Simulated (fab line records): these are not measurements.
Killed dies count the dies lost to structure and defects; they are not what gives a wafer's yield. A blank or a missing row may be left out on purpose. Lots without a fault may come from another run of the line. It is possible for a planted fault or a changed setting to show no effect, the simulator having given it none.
Comparing a struck lot with a sound one + flow nand_harc + 29 steps out of a route of 1159
Sound: these wafers, L259.1, L259.3, L259.4. Struck: wafers L269.2, L269.3, L269.6. At the end, the cause is stated.
At each step with rows: each side's tool, then ch and its chambers, then its first start. Under that, the readings that differ: sound wafers + struck wafers + difference of the means + sigmas: that difference in standard deviations of wafers without a fault.
alike: words and numbers the same on both sides, and readings whose means are apart by under 2 such deviations; not compared: readings that were withheld, readings missing a value for some wafer, numbers with overlapping values and no deviation given by the record, and bounds like >300 which may hide the same value.
A row with sigmas, a row that says differs or no value, or rows on one side alone: a step with any of these is where the two part. Numbers that have no deviation but don't overlap get no sigmas and don't part them. A reading missing from all wafers of one side parts the sides only when that side holds two or more wafers.

NHARC_P_GATE_RTA_64: time 1 s.
  sound on rtp_anneal-01 ch 0, day 7 00:22; struck on rtp_anneal-01 ch 0, day 9 14:52
  alike: lamp_power_pct, lamp_zone_5_pct, wafer_temp_C_max
then, 1 step without rows for these wafers: NHARC_P_GATE_ETCH_77 (etches SiO2 in dHF, target depth 6 nm).
NHARC_P_GATE_DEGAS_109: time 60 s.
  sound on pvd_sputter-01, day 7 00:41; struck on pvd_sputter-01, day 9 15:08
  alike: heater_power_w
then, 3 steps without rows for these wafers: NHARC_P_GATE_PRE_CLEAN_110 (time 30 s); NHARC_P_GATE_SPUTTER_78 (material Ni, target thk 10 nm); NHARC_P_GATE_SPUTTER_79 (material TiN, target thk 10 nm).
NHARC_P_GATE_RTA_80: time 30 s.
  sound on rtp_anneal-01 ch 0, day 7 00:58; struck on rtp_anneal-01 ch 0, day 9 15:38
  alike: lamp_power_pct, lamp_zone_5_pct, wafer_temp_C_max
then, 1 step without rows for these wafers: NHARC_P_GATE_STRIP_67 (strips in SPM, time 600 s).
NHARC_P_GATE_RTA_82: time 30 s.
  sound on rtp_anneal-01 ch 0, day 7 01:32; struck on rtp_anneal-01 ch 0, day 9 16:08
  alike: lamp_power_pct, lamp_zone_5_pct, wafer_temp_C_max
NHARC_P_GATE_INSPECT_68:
  sound on defect_inspect-01, day 7 01:43; struck on defect_inspect-02, day 9 16:19
  alike: raw_defect_count
then, 2 steps without rows for these wafers: NHARC_P_CONTACT_DEP_30 (deposits SiNx, target thk 30 nm); NHARC_P_CONTACT_DEP_00 (deposits SiO2, target thk 500 nm).
NHARC_P_CONTACT_CMP_01: polishes SiO2, target thk 200 nm.
  sound on cmp-03 ch 0,1,2, day 7 02:30; struck on cmp-03 ch 0,1, day 9 17:05
  alike: motor_current_A
then, 11 steps without rows for these wafers: NHARC_P_CONTACT_SRD_03; NHARC_P_CONTACT_DEHYDRATE_04 (time 120 s); NHARC_P_CONTACT_HMDS_05 (time 30 s); NHARC_P_CONTACT_COAT_33 (time 75 s); NHARC_P_CONTACT_COAT_34 (time 65 s); NHARC_P_CONTACT_COAT_06 (resist thk 90 nm); NHARC_P_CONTACT_SOFTBAKE_07 (time 55 s); NHARC_P_CONTACT_EBR_08; NHARC_P_CONTACT_EXPOSE_09 (exposes mask P CA, target cd 90 nm); NHARC_P_CONTACT_PEB_10 (peb time 65 s); NHARC_P_CONTACT_DEVELOP_11 (develop time 35 s).
NHARC_P_CONTACT_CD_MEAS_12 targets a cd of 90 nm.
  sound on cd_sem-02 ch 0, day 7 03:20; struck on cd_sem-03 ch 0, day 9 17:48
  alike: cd_nm
NHARC_P_CONTACT_OVL_MEAS_13:
  sound on overlay-01, day 7 03:25; struck on overlay-01, day 9 17:53
| reading           | sound          | struck      | difference | sigmas |
|-------------------|----------------|-------------|------------|--------|
| overlay_x_nm (nm) | -1.8 -1.4 -1.4 | 0.8 1.2 1.3 | +2.6       | +3     |
  alike: overlay_y_nm
NHARC_P_CONTACT_INSPECT_14:
  sound on defect_inspect-01, day 7 03:28; struck on defect_inspect-01, day 9 17:55
| reading          | sound | struck      | difference | sigmas      |
|------------------|-------|-------------|------------|-------------|
| raw_defect_count | 4 4 4 | 859 771 883 | +834       | +99 or more |
NHARC_P_CONTACT_DESCUM_17: chemistry O2, time 3 s.
  sound on rie_diel-08 ch 0,1,3, day 7 03:32; struck on rie_diel-08 ch 1,3, day 9 18:00
  alike: drypump_motor_current_A, oes_product_au, rf_vpp_V, showerhead_plenum_p_Torr, throttle_valve_pct
  not compared: rf_hours_counter_h
-- the record jumps here: 14 days lie between the struck wafers' starts before and after (it left off in module P_CONTACT and takes up again in module END, whose first step shown is number 1159 of the route) --
NHARC_END_SORT_01:
  only the struck wafers appear in the record here, on prober-02 ch 0 at day 23 12:01; the sound ones have no rows

## WHERE THEY PART
Last at NHARC_END_SORT_01 as far as this record goes, first at NHARC_P_CONTACT_OVL_MEAS_13.

WHY: whatever the simulator had introduced
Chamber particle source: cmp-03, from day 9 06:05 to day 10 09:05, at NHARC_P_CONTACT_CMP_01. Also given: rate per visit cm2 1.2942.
